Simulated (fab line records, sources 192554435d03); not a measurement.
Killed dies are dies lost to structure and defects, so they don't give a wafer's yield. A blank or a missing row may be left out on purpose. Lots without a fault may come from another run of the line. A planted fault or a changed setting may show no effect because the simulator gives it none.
Which tool did it? | flow n5_finfet | 9 lots, 27 wafers sampled, at 3 steps of a route of 1938

WHAT THE GAUGES READ, wafer by wafer
N5_MOL_CONTACT_COAG_INSPECT_57: inspects for defects (brightfield).
lot  | measured     | on                | raw_defect_count
L514 | day 6 01:33  | defect_inspect-01 | 272 183 221
L518 | day 7 02:10  | defect_inspect-01 | 203 255 295
L519 | day 7 07:53  | defect_inspect-01 | 167 200 244
L525 | day 9 02:23  | defect_inspect-02 | 286 263 180
L526 | day 9 04:00  | defect_inspect-01 | 224 253 155
L528 | day 10 05:00 | defect_inspect-01 | 268 214 1135
L530 | day 10 07:28 | defect_inspect-02 | 155 160 259
L532 | day 10 14:41 | defect_inspect-02 | 240 218 1143
L533 | day 10 19:01 | defect_inspect-02 | 291 278 152

WHICH TOOL RAN EACH LOT (tool, then ch and the chambers of the sampled wafers, then the start)
lot  | N5_MOL_CONTACT_COAG_SIL_ANNEAL_21 | N5_MOL_CONTACT_COAG_PECVD_31
L514 | rtp_anneal-01 ch 0, day 5 16:23   | pecvd-03 ch 0,1, day 6 01:07
L518 | rtp_anneal-01 ch 0, day 6 18:48   | pecvd-01 ch 1,2, day 7 01:37
L519 | rtp_anneal-01 ch 0, day 7 00:22   | pecvd-01 ch 1,2, day 7 07:26
L525 | rtp_anneal-02 ch 0, day 8 13:08   | pecvd-04 ch 1,2, day 9 01:50
L526 | rtp_anneal-01 ch 0, day 8 18:26   | pecvd-01 ch 0,2, day 9 03:34
L528 | rtp_anneal-02 ch 0, day 9 20:01   | pecvd-01 ch 0,1,2, day 10 04:27
L530 | rtp_anneal-01 ch 0, day 9 22:33   | pecvd-03 ch 1,2, day 10 07:02
L532 | rtp_anneal-02 ch 0, day 10 07:07  | pecvd-01 ch 0,2, day 10 14:16
L533 | rtp_anneal-01 ch 0, day 10 12:39  | pecvd-03 ch 1,2, day 10 18:34
- N5_MOL_CONTACT_COAG_SIL_ANNEAL_21: time 60 s.
- N5_MOL_CONTACT_COAG_PECVD_31: deposits SiO2 from TEOS/O2, target thk 46 nm, time 8.9 s.

THE ANSWER, worked out from the rows above alone
Rule: what is usual is taken from the lots themselves. Put in order of their means at a reading, lots are off if they are a third of the lots or fewer, leave a main group of 4 or more, and stand apart from it by a gap of 3 or more times the standard deviation of the main group's means; of several such gaps the widest counts. A main group whose means are all the same, to the digits that the tables above print for the reading, isn't used. A lot without any number at a reading at which 4 lots or more have one is off too. The other lots that the step has rows for count as sound.
Off: L528, L532, at N5_MOL_CONTACT_COAG_INSPECT_57 (raw_defect_count). The main group: mean 224, standard deviation 21.
A tool fits if, at a process step before that reading, it ran every lot that is off, and no sound lot after the first of them. The gauges at N5_MOL_CONTACT_COAG_INSPECT_57 are tried like those tools. Can't be told from this: 2 tools fit, rtp_anneal-02 at N5_MOL_CONTACT_COAG_SIL_ANNEAL_21, pecvd-01 at N5_MOL_CONTACT_COAG_PECVD_31.

WHAT THE SIMULATOR HAD PUT IN
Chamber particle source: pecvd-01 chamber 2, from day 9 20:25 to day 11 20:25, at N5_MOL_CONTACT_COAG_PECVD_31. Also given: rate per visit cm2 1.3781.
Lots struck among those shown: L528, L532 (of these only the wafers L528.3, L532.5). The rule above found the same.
